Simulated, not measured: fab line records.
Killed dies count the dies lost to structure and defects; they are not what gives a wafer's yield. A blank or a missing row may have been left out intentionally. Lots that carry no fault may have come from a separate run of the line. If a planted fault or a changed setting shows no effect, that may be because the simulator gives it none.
What tool caused it?	flow n5Finfet	Sampling: 23 lots, 69 wafers, 6 of 1938 route steps

WHAT THE GAUGES SHOWED, per wafer
N5_BEOL_M15_CD_MEAS_10: the cd target is 360 nm.
lot	measured	on	cdNm (nm)
L074	day 12 05:46	cdSem-02	359.1 357.2 357.7
L075	day 12 08:34	cdSem-01	357.8 357.8 357.5
L079	day 12 20:45	cdSem-02	361.6 359.9 361.7
L077	day 13 07:11	cdSem-01	359.9 359.2 359.0
L078	day 13 18:34	cdSem-02	358.2 358.9 360.6
L081	day 13 21:04	cdSem-02	360.1 361.6 360.3
L080	day 14 05:54	cdSem-01	357.4 356.2 359.8
L083	day 14 10:38	cdSem-02	358.8 359.7 359.3
L082	day 14 11:06	cdSem-03	357.7 358.4 361.9
L084	day 14 15:59	cdSem-03	360.6 360.2 359.0
L085	day 14 16:26	cdSem-01	358.4 359.9 359.5
L086	day 15 04:23	cdSem-03	358.9 358.7 358.5
L087	day 15 17:28	cdSem-02	359.4 360.7 359.9
L090	day 15 18:01	cdSem-02	357.0 358.2 360.6
L088	day 16 01:57	cdSem-01	358.9 357.5 360.9
L089	day 16 02:22	cdSem-02	359.8 360.5 363.2
L092	day 16 08:31	cdSem-02	359.9 357.4 359.3
L093	day 16 17:50	cdSem-03	358.7 360.2 360.7
L091	day 16 17:53	cdSem-02	359.6 358.6 362.8
L095	day 17 03:20	cdSem-03	363.9 361.5 362.5
L094	day 17 04:12	cdSem-03	360.9 361.2 362.9
L096	day 18 01:43	cdSem-03	356.8 358.3 361.5
L097	day 19 21:50	cdSem-03	359.9 359.8 358.1

N5_BEOL_M15_RS_MEAS_54: a four-point-probe measurement.
lot	measured	on	M15_RS (ohm/sq)
L074	day 12 10:30	filmMetro-01	0.0211 0.0217 0.0210
L075	day 12 14:31	filmMetro-01	0.0213 0.0220 0.0221
L079	day 13 04:20	filmMetro-02	0.0229 0.0215 0.0217
L077	day 13 13:41	filmMetro-02	0.0213 0.0219 0.0217
L078	day 14 04:53	filmMetro-02	0.0213 0.0215 0.0223
L081	day 14 05:10	filmMetro-01	0.0213 0.0219 0.0222
L080	day 14 10:47	filmMetro-01	0.0219 0.0214 0.0212
L083	day 14 15:33	filmMetro-02	0.0209 0.0213 0.0208
L082	day 14 16:38	filmMetro-02	0.0222 0.0209 0.0213
L084	day 14 19:47	filmMetro-01	0.0219 0.0218 0.0221
L085	day 14 23:31	filmMetro-02	0.0219 0.0216 0.0214
L086	day 15 10:38	filmMetro-01	0.0208 0.0222 0.0212
L087	day 16 00:19	filmMetro-01	0.0215 0.0219 0.0213
L090	day 16 01:47	filmMetro-01	0.0220 0.0224 0.0209
L088	day 16 11:18	filmMetro-01	0.0222 0.0219 0.0215
L089	day 16 17:41	filmMetro-02	0.0215 0.0213 0.0219
L092	day 16 17:32	filmMetro-01	0.0221 0.0216 0.0215
L093	day 16 22:40	filmMetro-01	0.0214 0.0209 0.0209
L091	day 16 22:55	filmMetro-02	0.0222 0.0210 0.0216
L095	day 17 09:28	filmMetro-01	0.0217 0.0225 0.0226
L094	day 17 09:36	filmMetro-01	0.0217 0.0209 0.0218
L096	day 18 08:58	filmMetro-02	0.0210 0.0215 0.0209
L097	day 20 01:39	filmMetro-01	0.0216 0.0222 0.0211

TOOL THAT RAN EACH LOT (tool first, then ch and the chambers of the sampled wafers, then the start)
lot	N5_BEOL_M14_SPUTTER_43	N5_BEOL_M15_STRIP_64	N5_BEOL_M15_ETCH_57	N5_BEOL_M15_ETCH_61
L074	pvdSputter-01, day 12 03:22	rieDiel-06 ch 1,2, day 12 07:03 or earlier	rieDiel-05 ch 0,2,3, day 12 07:03	rieDiel-03 ch 0,1, day 12 07:57
L075	pvdSputter-03, day 12 06:46	rieDiel-05 ch 0,1,2, day 12 09:18 or earlier	rieDiel-05 ch 1,2, day 12 09:18	rieDiel-03 ch 0,3, day 12 10:23
L079	pvdSputter-01, day 12 18:36	rieDiel-03 ch 0,1, day 12 21:26 or earlier	rieDiel-05 ch 0,2, day 12 21:26	rieDiel-05 ch 0,1, day 12 22:26
L077	pvdSputter-03, day 13 03:51	rieDiel-05 ch 0,1,3, day 13 07:56 or earlier	rieDiel-05 ch 2,3, day 13 07:56	rieDiel-05 ch 1,3, day 13 08:58
L078	pvdSputter-03, day 13 16:38	rieDiel-03 ch 0,1,2, day 13 19:15 or earlier	rieDiel-03 ch 0,1,3, day 13 19:15	rieDiel-03 ch 0,2,3, day 13 20:16
L081	pvdSputter-01, day 13 19:08	rieDiel-03 ch 0,1,3, day 13 21:46 or earlier	rieDiel-05 ch 0,1,2, day 13 21:46	rieDiel-05 ch 0,2,3, day 13 22:40
L080	pvdSputter-03, day 14 04:06	rieDiel-03 ch 0,1,3, day 14 07:19 or earlier	rieDiel-03 ch 1,2,3, day 14 07:19	rieDiel-03 ch 0,2,3, day 14 08:12
L083	pvdSputter-01, day 14 08:47	rieDiel-06 ch 1,2, day 14 11:25 or earlier	rieDiel-03 ch 0,3, day 14 11:25	rieDiel-03 ch 0,1, day 14 12:19
L082	pvdSputter-01, day 14 09:07	rieDiel-05 ch 0,1,3, day 14 11:47 or earlier	rieDiel-05 ch 1,3, day 14 11:47	rieDiel-03 ch 0,1,3, day 14 12:48
L084	pvdSputter-02, day 14 14:11	rieDiel-05 ch 2,3, day 14 16:40 or earlier	rieDiel-03 ch 2,3, day 14 16:40	rieDiel-06 ch 0,2,3, day 14 17:41
L085	pvdSputter-02, day 14 14:30	rieDiel-05 ch 0,2, day 14 17:09 or earlier	rieDiel-03 ch 0,1,2, day 14 17:09	rieDiel-05 ch 1,2,3, day 14 18:20
L086	pvdSputter-02, day 15 02:26	rieDiel-03 ch 1,2, day 15 05:04 or earlier	rieDiel-03 ch 1,3, day 15 05:04	rieDiel-03 ch 1,2,3, day 15 05:58
L087	pvdSputter-01, day 15 15:40	rieDiel-05 ch 1,2,3, day 15 18:14 or earlier	rieDiel-06 ch 1,2,3, day 15 18:14	rieDiel-05 ch 0,3, day 15 19:13
L090	pvdSputter-01, day 15 16:07	rieDiel-05 ch 0,2,3, day 15 18:42 or earlier	rieDiel-05 ch 0,1,3, day 15 18:42	rieDiel-06 ch 0,1,3, day 15 19:37
L088	pvdSputter-01, day 15 23:27	rieDiel-05 ch 0,2, day 16 02:52 or earlier	rieDiel-05 ch 0,1, day 16 02:52	rieDiel-05 ch 0,1,3, day 16 03:46
L089	pvdSputter-02, day 15 23:56	rieDiel-05 ch 1,2,3, day 16 03:10 or earlier	rieDiel-06 ch 0,2,3, day 16 03:10	rieDiel-05 ch 0,1,3, day 16 04:14
L092	pvdSputter-01, day 16 06:35	rieDiel-03 ch 1,2, day 16 09:19 or earlier	rieDiel-05 ch 0,3, day 16 09:19	rieDiel-05 ch 1,2,3, day 16 10:20
L093	pvdSputter-02, day 16 15:54	rieDiel-06 ch 1,2,3, day 16 18:31 or earlier	rieDiel-06 ch 0,1, day 16 18:31	rieDiel-03 ch 1,2, day 16 20:10
L091	pvdSputter-03, day 16 15:56	rieDiel-03 ch 0,1,2, day 16 18:39 or earlier	rieDiel-03 ch 0,1,2, day 16 18:39	rieDiel-06 ch 0,1,3, day 16 20:10
L095	pvdSputter-02, day 17 01:30	rieDiel-03 ch 1,2,3, day 17 04:01 or earlier	rieDiel-05 ch 0,1, day 17 04:01	rieDiel-03 ch 0,3, day 17 05:13
L094	pvdSputter-01, day 17 02:15	rieDiel-06 ch 0,1,3, day 17 05:33 or earlier	rieDiel-05 ch 0,1,2, day 17 05:33	rieDiel-06 ch 1,2, day 17 06:27
L096	pvdSputter-01, day 17 23:47	rieDiel-05 ch 0,1, day 18 02:25 or earlier	rieDiel-05 ch 1,2,3, day 18 02:25	rieDiel-03 ch 0,1, day 18 03:26
L097	pvdSputter-03, day 19 20:01	rieDiel-05 ch 0,1,3, day 19 22:33 or earlier	rieDiel-06 ch 0,1,2, day 19 22:33	rieDiel-03 ch 1,2,3, day 19 23:27
- N5_BEOL_M14_SPUTTER_43: material TaN, target thk 15 nm, time 24.19 s.
- N5_BEOL_M15_STRIP_64: strips in O2.
- N5_BEOL_M15_ETCH_57: etches SOC in N2/H2, time 750 s.
- N5_BEOL_M15_ETCH_61: etches BARC in N2/H2, target depth 89 nm, overetch 26.7 nm, time 67.9 s.

AS READ BY THE TOOLS THEMSELVES (means over the sampled wafers that have a number; for cases with no such wafer, the mark the record gives instead)
N5_BEOL_M14_SPUTTER_43.
lot	tool	throttleValvePct (%)
L074	pvdSputter-01	31.4
L075	pvdSputter-03	30.7
L079	pvdSputter-01	30.8
L077	pvdSputter-03	29.9
L078	pvdSputter-03	30.6
L081	pvdSputter-01	30.8
L080	pvdSputter-03	30.3
L083	pvdSputter-01	31.5
L082	pvdSputter-01	31.4
L084	pvdSputter-02	29.0
L085	pvdSputter-02	28.8
L086	pvdSputter-02	29.1
L087	pvdSputter-01	30.6
L090	pvdSputter-01	30.5
L088	pvdSputter-01	30.8
L089	pvdSputter-02	29.2
L092	pvdSputter-01	30.7
L093	pvdSputter-02	29.0
L091	pvdSputter-03	30.4
L095	pvdSputter-02	28.6
L094	pvdSputter-01	30.3
L096	pvdSputter-01	30.0
L097	pvdSputter-03	30.5

N5_BEOL_M15_STRIP_64.
lot	tool	drypumpMotorCurrentA (A)	o2FlowSccm (sccm)	oesProductAu (a.u.)	rfVppV (V)	showerheadPlenumPTorr (Torr)	throttleValvePct (%)
L074	rieDiel-06	5.9	225.2	0.76	3.4	2.06	16.90
L075	rieDiel-05	5.7	224.8	0.79	3.9	2.08	16.64
L079	rieDiel-03	5.4	224.2	0.80	3.9	2.05	16.49
L077	rieDiel-05	6.1	224.6	0.76	3.5	2.07	16.72
L078	rieDiel-03	5.7	224.9	0.75	3.5	2.03	16.50
L081	rieDiel-03	5.3	225.1	0.77	3.5	2.10	16.59
L080	rieDiel-03	5.3	225.1	0.77	3.7	2.10	16.61
L083	rieDiel-06	5.9	225.8	0.74	3.9	2.05	16.93
L082	rieDiel-05	6.1	224.4	0.76	3.7	2.07	16.74
L084	rieDiel-05	5.7	224.9	0.76	3.3	2.11	16.72
L085	rieDiel-05	5.3	225.6	0.72	4.0	2.09	16.80
L086	rieDiel-03	5.9	224.8	0.75	3.3	1.99	16.43
L087	rieDiel-05	5.8	225.1	0.78	3.9	2.08	16.63
L090	rieDiel-05	5.5	225.0	0.84	3.2	2.09	16.63
L088	rieDiel-05	5.1	225.8	0.85	4.1	2.10	16.57
L089	rieDiel-05	5.8	225.4	0.78	3.8	2.08	16.63
L092	rieDiel-03	5.9	224.4	0.74	3.5	1.99	16.45
L093	rieDiel-06	5.8	225.2	0.73	3.9	2.06	16.84
L091	rieDiel-03	5.7	224.4	0.74	3.9	2.02	16.55
L095	rieDiel-03	5.5	224.7	0.76	3.7	2.06	16.56
L094	rieDiel-06	5.7	224.6	0.71	4.0	2.07	16.70
L096	rieDiel-05	6.2	224.9	0.85	3.3	2.05	16.55
L097	rieDiel-05	6.1	225.4	0.79	3.9	2.06	16.65

N5_BEOL_M15_ETCH_57.
lot	tool	biasW (W)	drypumpMotorCurrentA (A)	oesProductAu (a.u.)	rfFwdPowerW (W)	rfVppV (V)	showerheadPlenumPTorr (Torr)	throttleValvePct (%)
L074	rieDiel-05	349.9	5.5	0.76	3005	523.9	2.54	17.79
L075	rieDiel-05	350.0	5.4	0.84	2997	523.5	2.54	17.55
L079	rieDiel-05	349.4	5.4	0.73	2985	523.0	2.52	17.80
L077	rieDiel-05	348.1	5.7	0.78	2995	524.4	2.55	17.78
L078	rieDiel-03	350.0	5.3	0.79	2998	524.4	2.55	17.64
L081	rieDiel-05	350.4	5.6	0.78	2994	522.7	2.52	17.70
L080	rieDiel-03	350.3	5.6	0.77	3000	523.9	2.51	17.59
L083	rieDiel-03	349.3	5.2	0.76	2999	526.5	2.61	17.80
L082	rieDiel-05	349.5	6.2	0.77	2992	523.0	2.51	17.82
L084	rieDiel-03	349.7	5.4	0.76	3002	524.8	2.57	17.74
L085	rieDiel-03	349.8	5.7	0.75	3000	521.3	2.46	17.53
L086	rieDiel-03	350.6	5.2	0.79	2991	525.1	2.58	17.71
L087	rieDiel-06	348.9	5.8	0.74	3005	522.9	2.50	17.99
L090	rieDiel-05	349.6	6.1	0.84	2994	522.1	2.50	17.70
L088	rieDiel-05	350.2	6.2	0.87	2989	522.3	2.48	17.59
L089	rieDiel-06	349.5	5.9	0.71	3002	526.1	2.59	17.86
L092	rieDiel-05	350.0	5.9	0.80	2996	523.3	2.52	17.80
L093	rieDiel-06	350.2	5.6	0.74	3002	520.0	2.44	17.96
L091	rieDiel-03	350.3	5.7	0.74	3004	521.0	2.46	17.57
L095	rieDiel-05	350.9	5.9	0.89	3005	522.0	2.48	17.58
L094	rieDiel-05	349.8	5.7	0.85	2993	523.1	2.51	17.58
L096	rieDiel-05	350.5	5.8	0.77	3001	522.9	2.51	17.74
L097	rieDiel-06	350.9	5.8	0.71	3002	521.9	2.49	18.02

N5_BEOL_M15_ETCH_61.
lot	tool	biasW (W)	drypumpMotorCurrentA (A)	oesProductAu (a.u.)	rfFwdPowerW (W)	rfVppV (V)	showerheadPlenumPTorr (Torr)	throttleValvePct (%)
L074	rieDiel-03	149.5	5.4	0.68	835	523.4	2.48	17.57
L075	rieDiel-03	150.0	5.2	0.66	830	525.6	2.62	17.87
L079	rieDiel-05	150.2	6.2	0.69	833	523.2	2.49	17.80
L077	rieDiel-05	150.0	6.2	0.67	835	523.3	2.52	17.91
L078	rieDiel-03	149.8	5.6	0.64	834	523.1	2.54	17.79
L081	rieDiel-05	149.7	5.5	0.64	834	523.9	2.54	17.90
L080	rieDiel-03	150.0	5.6	0.63	834	524.2	2.53	17.78
L083	rieDiel-03	150.2	5.4	0.67	832	522.8	2.47	17.59
L082	rieDiel-03	149.9	5.3	0.66	833	523.5	2.54	17.75
L084	rieDiel-06	149.9	5.9	0.62	835	525.1	2.60	17.95
L085	rieDiel-05	149.6	5.8	0.68	832	522.9	2.52	17.79
L086	rieDiel-03	150.4	5.5	0.65	834	522.5	2.50	17.70
L087	rieDiel-05	149.8	5.8	0.76	834	522.8	2.50	17.78
L090	rieDiel-06	149.5	5.7	0.62	833	523.8	2.53	17.94
L088	rieDiel-05	149.8	6.1	0.71	833	522.0	2.50	17.81
L089	rieDiel-05	150.2	6.1	0.71	836	522.7	2.50	17.81
L092	rieDiel-05	150.3	5.8	0.67	835	522.7	2.52	17.83
L093	rieDiel-03	150.0	5.6	0.65	833	521.5	2.43	17.56
L091	rieDiel-06	150.0	5.7	0.62	834	523.3	2.53	17.96
L095	rieDiel-03	150.1	5.2	0.63	831	525.5	2.60	17.93
L094	rieDiel-06	150.0	5.9	0.62	830	520.8	2.47	18.26
L096	rieDiel-03	150.0	5.4	0.65	834	522.0	2.46	17.65
L097	rieDiel-03	150.2	5.5	0.63	830	522.8	2.49	17.76

THE ANSWER, worked out from the rows above alone
Rule: what is usual is taken from the lots themselves. Put in order of their means at a reading, lots are off if they are a third of the lots or fewer, leave a main group of 4 or more, and stand apart from it by a gap of 3 or more times the standard deviation of the main group's means; of several such gaps the widest counts. The tables above print the reading to a certain number of digits; a main group whose means all agree to those digits is not used. A lot without any number at a reading at which 4 lots or more have one is off too. Any other lot the step has rows for is counted as sound. After the gauges, taken in route order, come the tools' own readings; for these a lot's mean is taken, as printed above. The first step at which some lot is off is used, and at that step the reading that is off furthest; a lot without a number counts as furthest.
No lot is off at any reading shown: from this, nothing can be told.

WHAT THE SIMULATOR HAD INSERTED
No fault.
